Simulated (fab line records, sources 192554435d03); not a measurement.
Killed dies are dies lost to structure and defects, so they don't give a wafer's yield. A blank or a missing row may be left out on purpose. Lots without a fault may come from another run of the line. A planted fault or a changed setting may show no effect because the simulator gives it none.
A struck lot beside a sound one | flow n5_finfet | 15 steps out of a route of 1938
Sound: wafers L338.4, L338.5, L338.6. Struck: wafer L348.4. (L348.1, L348.5 of the same lot were not struck and are left out.) The cause comes at the end.
At each step with rows: each side's tool, then ch and its chambers, then its first start. Under that, the readings that differ: sound wafers | struck wafers | difference of the means | sigmas: that difference in standard deviations of wafers without a fault.
alike: readings whose means differ by less than 2 such deviations, and words and numbers that are the same on both sides. not compared: withheld readings, readings that some wafer has no value for, bounds like >300 that may hide the same value, and numbers for which the record gives no deviation and whose values overlap.
The two part at a step that has a row with sigmas, a row that says differs or no value, or rows on one side only. Numbers that don't overlap but have no deviation are shown without sigmas and don't part them. A reading that every wafer of one side lacks parts them only if that side has two wafers or more.

first, 1 step without rows for these wafers: N5_BEOL_M10_DEVELOP_27 (develop time 30 s).
N5_BEOL_M10_CD_MEAS_28: target cd 70 nm.
  sound on cd_sem-03 ch 0, day 10 04:17; struck on cd_sem-02 ch 0, day 12 11:04
  alike: cd_nm
N5_BEOL_M10_OVL_MEAS_29:
  sound on overlay-02 ch 0, day 10 04:19; struck on overlay-01 ch 0, day 12 11:05
  alike: V9_OVL
N5_BEOL_M10_INSPECT_30: inspects for defects (brightfield).
  sound on defect_inspect-01, day 10 04:20; struck on defect_inspect-02, day 12 11:07
  alike: raw_defect_count
then, 1 step without rows for these wafers: N5_BEOL_M10_DESCUM_33 (chemistry O2, time 7.9 s).
N5_BEOL_M10_ETCH_65: etches SiARC in CF4, target depth 39 nm, time 65 s.
  sound on rie_diel-03 ch 1,2,3, day 10 04:26; struck on rie_diel-03 ch 2, day 12 11:34
  reading                | sound | struck | difference                   | sigmas
  rf_hours_counter_h (h) | - - - | 81     | no value on the sound wafers |
  alike: drypump_motor_current_A, etch_rf_on_time_s, oes_product_au, rf_vpp_V, showerhead_plenum_p_Torr, throttle_valve_pct
N5_BEOL_M10_ETCH_66: etches SOC in N2/H2, target depth 120 nm, overetch 24 nm, time 180 s.
  sound on rie_diel-03 ch 1,2,3, day 10 04:31; struck on rie_diel-03 ch 2, day 12 11:37
  reading                | sound | struck | difference                   | sigmas
  rf_hours_counter_h (h) | - - - | 81     | no value on the sound wafers |
  alike: drypump_motor_current_A, oes_product_au, rf_vpp_V, showerhead_plenum_p_Torr, throttle_valve_pct
then, 3 steps without rows for these wafers: N5_BEOL_M10_STRIP_69 (strips in N2/H2); N5_BEOL_M10_VIA_ETCH_34 (etches SiCOH lowk in C4F6/O2, target depth 184.5 nm, time 69.2 s); N5_BEOL_M10_STRIP_73 (strips in C4F6/O2).
N5_BEOL_M10_STRIP_36: strips in N2/H2.
  sound on rie_diel-03 ch 1,2,3, day 10 04:40; struck on rie_diel-03 ch 2, day 12 11:48
  reading                | sound | struck | difference                   | sigmas
  rf_hours_counter_h (h) | - - - | 81     | no value on the sound wafers |
  alike: drypump_motor_current_A, oes_product_au, rf_vpp_V, showerhead_plenum_p_Torr, throttle_valve_pct
N5_BEOL_M10_TRENCH_ETCH_37: etches SiCOH lowk in C4F6/O2, target depth 148.83 nm, time 48 s.
  sound on rie_diel-03 ch 1,2,3; struck on rie_diel-03 ch 2
  reading                | sound | struck | difference                   | sigmas
  rf_hours_counter_h (h) | - - - | 81     | no value on the sound wafers |
  alike: C4F6_flow_sccm, drypump_motor_current_A, oes_product_au, rf_vpp_V, showerhead_plenum_p_Torr, throttle_valve_pct
N5_BEOL_M10_ETCH_41: etches SiCN in CH3F/O2, target depth 42.6 nm, time 86 s.
  sound on rie_diel-03 ch 1,2,3, day 10 04:45; struck on rie_diel-03 ch 2, day 12 11:53
  reading                  | sound             | struck | difference                   | sigmas
  oes_product_au (a.u.)    | 0.78 0.72 0.87    | 1.08   | +0.29                        | +4
  rf_hours_counter_h (h)   | - - -             | 81     | no value on the sound wafers |
  model.etch.depth_nm (nm) | 32.07 32.11 32.87 | 46.99  | +14.64                       |
  alike: CH3F_flow_sccm, drypump_motor_current_A, rf_vpp_V, showerhead_plenum_p_Torr, throttle_valve_pct
N5_BEOL_M10_STRIP_77: strips in N2/H2, time 10 s.
  sound on rie_diel-03 ch 1,2,3; struck on rie_diel-03 ch 2
  reading                | sound | struck | difference                   | sigmas
  rf_hours_counter_h (h) | - - - | 81     | no value on the sound wafers |
  alike: drypump_motor_current_A, oes_product_au, rf_vpp_V, showerhead_plenum_p_Torr, throttle_valve_pct
-- the record jumps here: 2 days lie between the struck wafers' starts before and after (it left off in module BEOL_M10 and takes up again in module PASSIVATION, whose first step shown is number 1936 of the route) --
N5_PASSIVATION_PROBE_49:
  the record has rows for the struck wafers here (prober-01, day 14 14:31) and none for the sound ones

WHERE THEY PART
First at N5_BEOL_M10_ETCH_65; last, within this record, at N5_PASSIVATION_PROBE_49.

WHY: what the simulator had put in
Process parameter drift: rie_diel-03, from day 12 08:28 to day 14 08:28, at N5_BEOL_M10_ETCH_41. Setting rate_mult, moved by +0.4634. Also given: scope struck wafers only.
